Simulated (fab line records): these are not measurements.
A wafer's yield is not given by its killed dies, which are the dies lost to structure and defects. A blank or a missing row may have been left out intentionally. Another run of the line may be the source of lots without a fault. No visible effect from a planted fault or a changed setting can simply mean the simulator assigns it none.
fab line records    flow n5-finfet
[record] lots = 6  wafers = 18  last-day = 19
route steps=1938 shown BEOL_M0@739 BEOL_M1@751 BEOL_M4@1111 PASSIVATION@1936
lots with no fault: from the same line, run without faults
start-h: start of the lot's first displayed wafer, in hours after the record's first day    wait-h: how many hours have passed since the lot's step before this one    " unchanged from the row above    L1.1+2: a single row standing in for several wafers    - either no value or no given start    * or withheld: withheld    < > ~ a bound
route shown NAME@n: a module of which the file shows steps, and the number in the route of the first    usual: the fault-free wafers' mean and standard deviation    same: alike in all rows    chamber/n: place in a boat    sites: per-site readings    _std_site: their standard deviation    _edge_site: outer sites' mean less inner sites'    radius-mm: for every site, how far away it sits from the centre of the wafer    mask NAME#n: copy n    behind: tool/chamber where the wafer was last shaped    hold: the reason the lot was held/the length of the hold in hours/how it ended    device: whichever transistor did not switch (one of n, p or np)    end of line: the tests these same wafers got at the end of their route    a step with no rows: only its recipe    killed: not the wafer's yield, but the dies lost to structure and defects at the first sort    map: per-die view of a wafer (x killed, . not killed, _ where there is no die)
set.NAME: the setting the step ran with; set.NAME@STEP: the setting that earlier step ran with    model.NAME: the simulator's own value behind a step, which no gauge read
certain route steps with their lots: each step a table, each wafer a row
services: a tool's chamber out of use, with start hour (start-h, from the record's first day; less than 0 if before it), hours out, and reason
[[steps]]
[step N5_BEOL_M0_ANNEAL_135]
[recipe] temp-c = 400  time-s = 60  ambient = vacuum
[usual] heater-power-w = 847/68
lot.wafer  tool            chamber  start-h  wait-h  heater-power-w
L420.1     pvd-sputter-02  -        134.05   0.0     862
L420.5     "               -        "        "       800
L420.6     "               -        "        "       793
L425.1     pvd-sputter-01  -        157.20   0.0     837
L425.2     "               -        "        "       712
L425.4     "               -        "        "       870
L428.1     pvd-sputter-03  -        180.63   0.0     946
L428.3     "               -        "        "       780
L428.4     "               -        "        "       938
L429.2     pvd-sputter-03  -        184.57   0.0     771
L429.4     "               -        "        "       943
L429.5     "               -        "        "       917
L440.2     pvd-sputter-02  -        253.55   0.0     862
L440.3     "               -        "        "       870
L440.4     "               -        "        "       773
L441.1     pvd-sputter-02  -        256.76   0.0     889
L441.2     "               -        "        "       857
L441.3     "               -        "        "       788
[step N5_BEOL_M0_SPUTTER_141]
[recipe] material = Cu  target-thk-a = 40  temp-c = -20  chamber-pressure-pa = 0.07  power-w = withheld  time-s = 7.37
[step N5_BEOL_M0_ECD_118]
[recipe] material = Cu  target-thk-a = 3000
[step N5_BEOL_M0_ANNEAL_119]
[recipe] temp-c = 225  time-s = 90  ambient = N2
[usual] wafer_temp_C_max = 226.1/0.37
lot.wafer  tool           chamber  start-h  wait-h  wafer_temp_C_max
L420.1     rtp-anneal-02  0        134.62   0.4     225.4
L420.5     "              0        "        "       225.6
L420.6     "              0        "        "       225.7
L425.1     rtp-anneal-02  0        157.44   0.1     226.2
L425.2     "              0        "        "       225.8
L425.4     "              0        "        "       225.5
L428.1     rtp-anneal-02  0        180.86   0.1     225.7
L428.3     "              0        "        "       226.1
L428.4     "              0        "        "       225.9
L429.2     rtp-anneal-02  0        185.02   0.3     225.8
L429.4     "              0        "        "       225.6
L429.5     "              0        "        "       225.7
L440.2     rtp-anneal-02  0        253.86   0.1     226.0
L440.3     "              0        "        "       225.8
L440.4     "              0        "        "       225.7
L441.1     rtp-anneal-02  0        256.99   0.1     226.0
L441.2     "              0        "        "       226.1
L441.3     "              0        "        "       226.1
[step N5_BEOL_M0_CMP_120]
[recipe] stop-on = SiOC  t-overpolish-s = 6.9  down-force-psi = 1  platen-rpm = 50  clearing-platen-down-force-psi = 1.5  clearing-platen-rpm = 50  post-cmp-clean = cu-alkaline  clearing-platen-pad-velocity-m-s = 0.99484  pad-velocity-m-s = 0.99484
[usual] barrier-field-endpoint-s = 3.69/0.13  clearing-platen-down-force-psi = 1.4996/0.0029  motor-current-A = 6.2/0.64  overpolish-run-s = 6.899/0.01  time-to-endpoint-s = 63/3.6
lot.wafer  tool    chamber  start-h  wait-h  barrier-field-endpoint-s  clearing-platen-down-force-psi  motor-current-A  overpolish-run-s  time-to-endpoint-s
L420.1     cmp-04  2        135.01   0.3     3.84                      1.5038                          6.8              6.906             66
L420.5     "       0        "        "       3.72                      1.4958                          6.9              6.900             62
L420.6     "       1        "        "       3.77                      1.5019                          6.8              6.889             70
L425.4     cmp-01  2        157.75   0.1     3.70                      1.5012                          5.9              6.883             66
L425.2     "       0        "        "       3.68                      1.4964                          4.6              6.896             67
L425.1     "       1        "        "       3.53                      1.4975                          6.0              6.896             64
L428.1     cmp-02  0        181.20   0.3     3.89                      1.4997                          5.7              6.895             67
L428.3     "       1        "        "       3.72                      1.5074                          6.5              6.903             62
L428.4     "       2        "        "       3.78                      1.4948                          5.4              6.903             65
L429.2     cmp-01  2        185.31   0.2     3.85                      1.4985                          6.0              6.897             66
L429.4     "       3        "        "       3.99                      1.5019                          6.5              6.910             65
L429.5     "       2        "        "       3.90                      1.4990                          6.1              6.911             67
L440.2     cmp-04  3        254.11   0.2     3.68                      1.4996                          6.4              6.906             58
L440.3     "       1        "        "       3.68                      1.4948                          7.1              6.906             61
L440.4     "       2        "        "       3.89                      1.5020                          7.0              6.903             62
L441.3     cmp-04  0        257.33   0.2     3.48                      1.4996                          6.8              6.899             54
L441.1     "       1        "        "       3.71                      1.4993                          7.0              6.892             62
L441.2     "       2        "        "       3.53                      1.5019                          6.7              6.900             59
[step N5_BEOL_M0_PRE_CLEAN_131]
[recipe] gas = NH3/H2  time-s = 15  temp-c = *  rf-power-w = 300
[usual] heater-power-w = 88/20
lot.wafer  tool       chamber  start-h  wait-h  heater-power-w  since-wet-clean-h
L420.1     cvd-co-01  0        135.27   0.0     70              895
L420.5     "          0        "        "       71              -
L420.6     "          2        "        "       103             -
L425.1     cvd-co-01  1        158.08   0.0     93              21
L425.2     "          0        "        "       70              918
L425.4     "          2        "        "       103             -
L428.1     cvd-co-02  1        181.49   0.0     118             1160
L428.3     "          2        "        "       75              263
L428.4     "          0        "        "       67              -
L429.2     cvd-co-02  1        185.66   0.1     121             1164
L429.4     "          0        "        "       64              -
L429.5     "          1        "        "       120             -
L440.2     cvd-co-02  1        254.44   0.0     121             1233
L440.3     "          0        "        "       65              796
L440.4     "          2        "        "       79              -
L441.1     cvd-co-01  1        257.62   0.0     94              121
L441.2     "          0        "        "       71              1018
L441.3     "          2        "        "       104             558
[step N5_BEOL_M0_CO_CAP_123]
[recipe] material = Co  target-thk-a = 20  temp-c = 200  precursor = CCTBA/H2  pressure-torr = 30  time-s = 102.1
[step N5_BEOL_M0_PRE_CLEAN_124]
[recipe] gas = NH3  time-s = 15  temp-c = withheld  rf-power-w = 300
[step N5_BEOL_M0_DEP_125]
[recipe] material = SiCN  target-thk-a = 80  temp-c = withheld  precursor = 3MS/NH3  pressure-torr = 3  rf-w = 202  time-s = 14
[usual] showerhead-plenum-p-Torr = 3.657/0.014  showerhead-vpp-V = 860/51  throttle-valve-pct = 9.0/0.55
lot.wafer  tool      chamber  start-h  wait-h  showerhead-plenum-p-Torr  showerhead-vpp-V  since-wet-clean-h  throttle-valve-pct
L420.1     pecvd-01  2        135.48   0.0     3.672                     897               2108               8.9
L420.5     "         1        "        "       3.682                     913               -                  9.6
L420.6     "         0        "        "       3.655                     937               -                  9.8
L425.1     pecvd-03  1        158.24   0.0     3.640                     840               1768               8.7
L425.2     "         2        "        "       3.641                     870               289                8.4
L425.4     "         2        "        "       3.640                     865               -                  8.5
L428.1     pecvd-03  0        181.65   0.0     3.667                     814               1067               9.0
L428.3     "         1        "        "       3.637                     836               1792               8.6
L428.4     "         2        "        "       3.634                     854               -                  8.4
L429.2     pecvd-04  0        185.81   0.0     3.678                     849               1252               8.6
L429.4     "         0        "        "       3.666                     846               -                  8.8
L429.5     "         1        "        "       3.654                     835               -                  9.8
L440.2     pecvd-01  2        254.60   0.0     3.660                     880               23                 8.4
L440.3     "         1        "        "       3.685                     910               1502               9.7
L440.4     "         2        "        "       3.660                     890               -                  8.2
L441.1     pecvd-03  0        257.78   0.0     3.657                     829               1143               9.1
L441.2     "         2        "        "       3.646                     867               389                8.4
L441.3     "         1        "        "       3.637                     841               1868               8.1
[step N5_BEOL_M0_RS_MEAS_126]
[recipe] thk-meas-gauge = four-point-probe  reads = Co_of_BEOL_M0_CO_CAP_123+Cu_of_BEOL_M0_ECD_118+Co_of_BEOL_M0_CVD_115+TaN_of_BEOL_M0_ALD_136
[usual] M0_RS = 0.526/0.019
lot.wafer  tool           chamber  start-h  wait-h  M0_RS[ohm/sq]
L420.1     film-metro-01  -        135.54   0.0     0.511
L420.5     "              -        "        "       0.542
L420.6     "              -        "        "       0.498
L425.1     film-metro-01  -        158.31   0.0     0.509
L425.2     "              -        "        "       0.521
L425.4     "              -        "        "       0.522
L428.1     film-metro-01  -        181.98   0.3     0.520
L428.3     "              -        "        "       0.532
L428.4     "              -        "        "       0.512
L429.2     film-metro-01  -        185.88   0.1     0.482
L429.4     "              -        "        "       0.486
L429.5     "              -        "        "       0.478
L440.2     film-metro-02  -        254.67   0.1     0.543
L440.3     "              -        "        "       0.541
L440.4     "              -        "        "       0.536
L441.1     film-metro-01  -        257.84   0.0     0.534
L441.2     "              -        "        "       0.532
L441.3     "              -        "        "       0.569
[step N5_BEOL_M0_INSPECT_127]
[recipe] inspect-instrument = darkfield  mode = post-dep
[usual] raw-defect-count = 69/24
lot.wafer  tool               chamber  start-h  wait-h  raw-defect-count
L420.1     defect-inspect-02  -        135.57   0.0     69
L420.5     "                  -        "        "       61
L420.6     "                  -        "        "       111
L425.1     defect-inspect-01  -        158.33   0.0     23
L425.2     "                  -        "        "       61
L425.4     "                  -        "        "       41
L428.1     defect-inspect-02  -        182.01   0.0     62
L428.3     "                  -        "        "       71
L428.4     "                  -        "        "       54
L429.2     defect-inspect-01  -        185.91   0.0     43
L429.4     "                  -        "        "       44
L429.5     "                  -        "        "       54
L440.2     defect-inspect-01  -        254.69   0.0     132
L440.3     "                  -        "        "       61
L440.4     "                  -        "        "       93
L441.1     defect-inspect-02  -        257.87   0.0     94
L441.2     "                  -        "        "       125
L441.3     "                  -        "        "       70
[step N5_BEOL_M1_ILD_DEP_00]
[recipe] material = SiOC  target-thk-a = 790  temp-c = 350  precursor = DEMS/O2  pressure-torr = 5  rf-w = 500  time-s = 15.3
[usual] heater-power-w = 476/51  showerhead-plenum-p-Torr = 5.686/0.015  showerhead-vpp-V = 1324/63  susceptor-temp-C = 349.96/0.22  throttle-valve-pct = 11.8/0.54
lot.wafer  tool      chamber  start-h  wait-h  heater-power-w  showerhead-plenum-p-Torr  showerhead-vpp-V  since-wet-clean-h  susceptor-temp-C  throttle-valve-pct
L420.1     pecvd-02  2        135.61   0.0     536             5.675                     1423              85                 350.02            11.7
L420.5     "         1        "        "       521             5.681                     1394              -                  349.92            11.7
L420.6     "         2        "        "       519             5.696                     1405              -                  350.21            11.7
L425.1     pecvd-04  1        158.37   0.0     523             5.695                     1325              1950               349.94            13.2
L425.2     "         0        "        "       415             5.697                     1349              1225               350.32            11.6
L425.4     "         0        "        "       430             5.709                     1367              -                  350.54            11.5
L428.1     pecvd-02  2        182.05   0.0     499             5.689                     1376              132                349.67            11.6
L428.3     "         0        "        "       426             5.698                     1253              886                346.75            12.6
L428.4     "         0        "        "       416             5.697                     1258              -                  346.26            12.3
L429.2     pecvd-02  0        185.94   0.0     387             5.696                     1260              890                346.78            12.2
L429.4     "         2        "        "       545             5.700                     1385              -                  350.02            11.2
L429.5     "         1        "        "       459             5.663                     1392              -                  349.97            11.6
L440.2     pecvd-03  1        254.73   0.0     452             5.648                     1328              1865               349.91            11.1
L440.3     "         0        "        "       534             5.702                     1246              1140               350.02            12.1
L440.4     "         1        "        "       445             5.672                     1326              -                  349.72            11.3
L441.1     pecvd-03  2        257.91   0.0     415             5.666                     1373              389                349.97            11.5
L441.2     "         1        "        "       472             5.662                     1299              1868               349.93            11.5
L441.3     "         0        "        "       554             5.698                     1290              1143               349.76            11.9
[step N5_BEOL_M1_THK_MEAS_01]
[recipe] reads = SiOC_of_BEOL_M1_ILD_DEP_00
[usual] M1_ILD_THK = 79.6/0.91
lot.wafer  tool           chamber  start-h  wait-h  M1_ILD_THK[nm]
L420.1     film-metro-02  -        135.67   0.0     77.9
L420.5     "              -        "        "       78.8
L420.6     "              -        "        "       78.6
L425.1     film-metro-01  -        158.44   0.0     80.5
L425.2     "              -        "        "       78.3
L425.4     "              -        "        "       80.5
L428.1     film-metro-01  -        182.11   0.0     80.5
L428.3     "              -        "        "       79.8
L428.4     "              -        "        "       81.0
L429.2     film-metro-01  -        186.01   0.1     80.4
L429.4     "              -        "        "       80.5
L429.5     "              -        "        "       79.1
L440.2     film-metro-01  -        254.80   0.1     78.1
L440.3     "              -        "        "       79.0
L440.4     "              -        "        "       80.0
L441.1     film-metro-02  -        257.97   0.0     79.0
L441.2     "              -        "        "       79.0
L441.3     "              -        "        "       79.5
[step N5_BEOL_M4_RC_MEAS_101]
[usual] DIBL_N = 36.3/1.7  DIBL_P = 36.5/2.1  IOFF_N = 0.16/0.03  IOFF_P = 0.22/0.035  ION_N = 675/11  ION_P = 465/7.1  SS_N = 71.5/0.62  SS_P = 73.3/0.64  VT_N = 250/3.1  VT_P = -249.1/3
lot.wafer  tool       chamber  start-h  wait-h  DIBL_N[mV/V]  DIBL_P[mV/V]  IOFF_N[nA/um]  IOFF_P[nA/um]  ION_N[uA/um]  ION_P[uA/um]  SS_N[mV/dec]  SS_P[mV/dec]  VT_N[mV]  VT_P[mV]
L420.1     prober-02  0        181.67   0.0     36.7          36.7          0.16           0.20           687           468           71.6          73.2          249       -250.3
L420.5     "          0        "        "       35.5          34.5          0.13           0.17           669           456           71.5          72.6          254       -253.4
L420.6     "          0        "        "       34.6          33.6          0.12           0.16           662           456           71.1          72.2          256       -252.2
L425.1     prober-02  0        201.74   0.0     36.5          34.6          0.15           0.21           683           466           72.1          72.5          251       -249.8
L425.2     "          0        "        "       36.5          35.3          0.15           0.21           673           467           72.0          73.9          250       -249.7
L425.4     "          0        "        "       37.1          35.7          0.17           0.24           672           469           72.1          73.0          248       -246.0
L428.1     prober-01  0        223.63   0.0     34.5          34.5          0.14           0.18           662           458           71.5          72.6          250       -250.3
L428.3     "          0        "        "       36.2          38.4          0.18           0.23           676           463           71.9          73.2          247       -247.0
L428.4     "          0        "        "       36.4          37.2          0.17           0.21           668           451           71.5          73.6          248       -251.0
L429.2     prober-02  0        226.60   0.2     35.6          33.2          0.14           0.18           665           456           70.7          73.3          250       -251.6
L429.4     "          0        "        "       35.3          34.0          0.12           0.19           663           466           71.8          73.2          252       -247.7
L429.5     "          0        "        "       32.5          31.1          0.10           0.15           662           466           69.9          72.9          254       -252.9
L440.2     prober-02  0        312.40   0.2     39.3          40.9          0.22           0.28           703           484           71.4          74.7          248       -245.9
L440.3     "          0        "        "       37.3          38.2          0.18           0.23           686           465           71.7          73.7          246       -248.6
L440.4     "          0        "        "       38.5          39.9          0.20           0.27           678           466           71.7          73.9          250       -247.1
L441.1     prober-02  0        332.04   0.0     35.3          37.3          0.16           0.22           697           477           71.7          73.4          247       -247.2
L441.2     "          0        "        "       37.0          38.8          0.19           0.24           684           466           71.6          73.7          247       -247.8
L441.3     "          0        "        "       36.2          38.5          0.17           0.26           688           474           71.9          74.0          247       -246.5
[step N5_PASSIVATION_PROBE_49]
[usual] defect-limited-yield = 91.2/1.4  killed_at_M0_to_M3 = 36/10  killed_at_M4_up = 13/5.1  killed-at-contacts = 12/5.4  killed-at-front-end = 39/11  killed-at-other = 3.5/2.4  killed-dies = 104/17  killed-open = 67/13  killed-short = 36/8.3  sort_bin_5_function = 5.2/0.98  sort_bin_6_memory = 3.3/0.68  sort-n-pass = 1076/17  sort-yield-pct = 91.2/1.4
[same] gross-dies = 1180  killed-at-back-side = 0  sort_bin_4_leakage[%] = 0  sort_bin_8_speed[%] = 0
lot.wafer  tool       chamber  start-h  wait-h  defect-limited-yield[%]  killed_at_M0_to_M3  killed_at_M4_up  killed-at-contacts  killed-at-front-end  killed-at-other  killed-dies  killed-open  killed-short  sort_bin_5_function[%]  sort_bin_6_memory[%]  sort-n-pass  sort-yield-pct[%]
L428.1     prober-02  -        309.22   0.0     89.4                     45                  20               17                  34                   9                125          86           39            7.1                     3.3                   1055         89.4
L428.3     prober-02  -        309.32   0.1     91.9                     31                  13               16                  33                   3                96           64           32            5.5                     2.5                   1084         91.9
L428.4     prober-02  -        309.37   0.2     87.9                     44                  21               19                  53                   6                143          104          39            7.6                     4.2                   1037         87.9
L429.2     prober-01  -        319.65   0.1     90.6                     48                  9                16                  35                   3                111          66           44            5.0                     4.0                   1069         90.6
L429.5     prober-01  -        319.80   0.2     90.8                     42                  17               15                  31                   4                109          77           29            5.7                     3.3                   1071         90.8
// killed by level:class
L428.1 BEOL_M4:geometric-particle:open=13 BEOL_M0_SAQP:geometric-particle:open=13 MOL_CONTACT_COAG:geometric-particle:open=12 FIN_SAQP:geometric-particle:open=9 BEOL_M3:geometric-particle:open=9 STI_FIN_REVEAL:geometric-particle:open=6 BEOL_M1:geometric-particle:short=6 MOL_CONTACT_COAG:geometric-particle:short=5
L428.3 MOL_CONTACT_COAG:geometric-particle:open=13 FIN_SAQP:geometric-particle:open=8 BEOL_M0_SAQP:geometric-particle:short=8 BEOL_M0_SAQP:geometric-particle:open=8 BEOL_M2:geometric-particle:open=8 FIN_SAQP:geometric-particle:short=5 BEOL_M4:geometric-particle:open=5 STI_FIN_REVEAL:geometric-particle:open=4
L428.4 FIN_SAQP:geometric-particle:open=17 MOL_CONTACT_COAG:geometric-particle:open=16 BEOL_M4:geometric-particle:open=14 BEOL_M1:geometric-particle:open=13 BEOL_M0_SAQP:geometric-particle:open=10 BEOL_M0_SAQP:geometric-particle:short=9 FIN_SAQP:geometric-particle:short=8 DUMMY_GATE:geometric-particle:open=6
L429.2 BEOL_M0_SAQP:geometric-particle:short=18 MOL_CONTACT_COAG:geometric-particle:open=13 BEOL_M0_SAQP:geometric-particle:open=12 FIN_SAQP:geometric-particle:open=7 FIN_SAQP:geometric-particle:short=7 DUMMY_GATE:geometric-particle:open=6 BEOL_M3:geometric-particle:open=6 GATE_CUT:geometric-particle:short=5
L429.5 BEOL_M0_SAQP:geometric-particle:short=16 BEOL_M0_SAQP:geometric-particle:open=15 MOL_CONTACT_COAG:geometric-particle:open=14 STI_FIN_REVEAL:geometric-particle:open=9 BEOL_M4:geometric-particle:open=9 FIN_SAQP:geometric-particle:open=7 GATE_CUT:geometric-particle:short=4 BEOL_M3:geometric-particle:open=4
[[services]]
tool       chamber  start-h  hours  kind
cvd-co-01  1        114.67   -      clean
cvd-co-01  1        114.67   22.0   scheduled-down
cvd-co-01  1        114.67   22.0   vent-cycle
cmp-01     -        125.49   4.0    pm
cvd-co-01  1        145.02   10.6   repair
cmp-02     -        148.68   4.5    pm
cmp-01     -        150.71   1.7    repair
cmp-02     -        157.30   15.4   pm
pecvd-03   1        159.99   5.5    scheduled-down
cvd-co-02  -        173.97   5.8    repair
cmp-04     -        175.51   0.9    repair
cmp-01     -        187.08   7.0    pm
cmp-02     -        194.57   0.9    repair
cmp-02     -        197.27   4.0    pm
pecvd-03   0        216.13   2.1    scheduled-down
cmp-02     -        220.92   0.7    repair
cvd-co-02  -        222.66   6.0    pm
cmp-02     -        227.92   8.2    pm
cmp-04     -        232.84   6.7    pm
cvd-co-02  -        235.32   13.1   repair
cmp-04     -        242.61   2.7    repair
pecvd-02   1        244.20   30.8   repair
cvd-co-01  -        254.04   0.8    repair
cmp-02     -        254.58   1.5    repair
[[key]]
[first-sign] step = N5_BEOL_M1_ILD_DEP_00  reading = susceptor-temp-C  direction = down  sigmas = 15  usual = *  struck = *
effect none on later readings
met-at N5_BEOL_M1_ILD_DEP_00
struck-wafers L428.3,L428.4,L429.2
[fault] kind = process-parameter-drift  tool = pecvd-02  chamber = 0  onset-h = 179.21  steps = N5_BEOL_M1_ILD_DEP_00  channel = temp-c  offset = *  shape = step  end-h = 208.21  acts-in = *  stated = *
